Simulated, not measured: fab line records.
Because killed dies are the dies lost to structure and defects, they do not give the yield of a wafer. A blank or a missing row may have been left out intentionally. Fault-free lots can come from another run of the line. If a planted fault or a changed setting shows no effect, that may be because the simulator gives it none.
Matching of chambers + flow nandHarc + pecvd-03 running NHARC_P_M1_DEP_33: 3 sister chambers
The step deposits SiCN, target thk 30 nm. 3 wafers are shown with their chamber, then 9 later ones without.

## WAFERS PAIRED WITH THEIR CHAMBERS
| wafer  | chamber | heaterPowerW (W) |
|--------|---------|------------------|
| L090.5 | 2       | 797              |
| L092.5 | 1       | 560              |
| L092.6 | 0       | 451              |

## WAFERS WHOSE CHAMBER IS MISSING
| wafer  | heaterPowerW (W) |
|--------|------------------|
| L095.1 | 527              |
| L095.5 | 656              |
| L095.6 | 746              |
| L094.2 | 579              |
| L094.3 | 670              |
| L094.6 | 582              |
| L096.3 | 496              |
| L096.4 | 614              |
| L096.6 | 516              |

## CHAMBER TAKEN BY EACH
| wafer  | from the rows above          | in truth |
|--------|------------------------------|----------|
| L095.1 | can't be placed: 1 or 0      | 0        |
| L095.5 | can't be placed: 1 or 2 or 0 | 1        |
| L095.6 | 2                            | 2        |
| L094.2 | can't be placed: 1 or 0      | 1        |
| L094.3 | can't be placed: 1 or 2 or 0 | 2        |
| L094.6 | can't be placed: 1 or 0      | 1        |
| L096.3 | can't be placed: 0 or 1      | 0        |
| L096.4 | can't be placed: 1 or 0      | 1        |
| L096.6 | can't be placed: 1 or 0      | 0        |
Correct placement for 1 of the 9. Cannot be placed on the basis of these rows: 8; the candidates contain the true chamber in 8. 0 placed wrongly.
How it was worked out, from the rows above alone: a wafer's distance from a chamber is the root of the sum, over the readings, of the square of ((its reading less the chamber's mean) divided by the reading's scatter). The wafer belongs to the nearest chamber; if the next one is less than 2 further off, it can't be placed. A chamber's mean is the mean of its shown wafers. The scatter: root of mean squared gap, hidden wafer to nearest shown wafer, with one shown wafer a chamber.
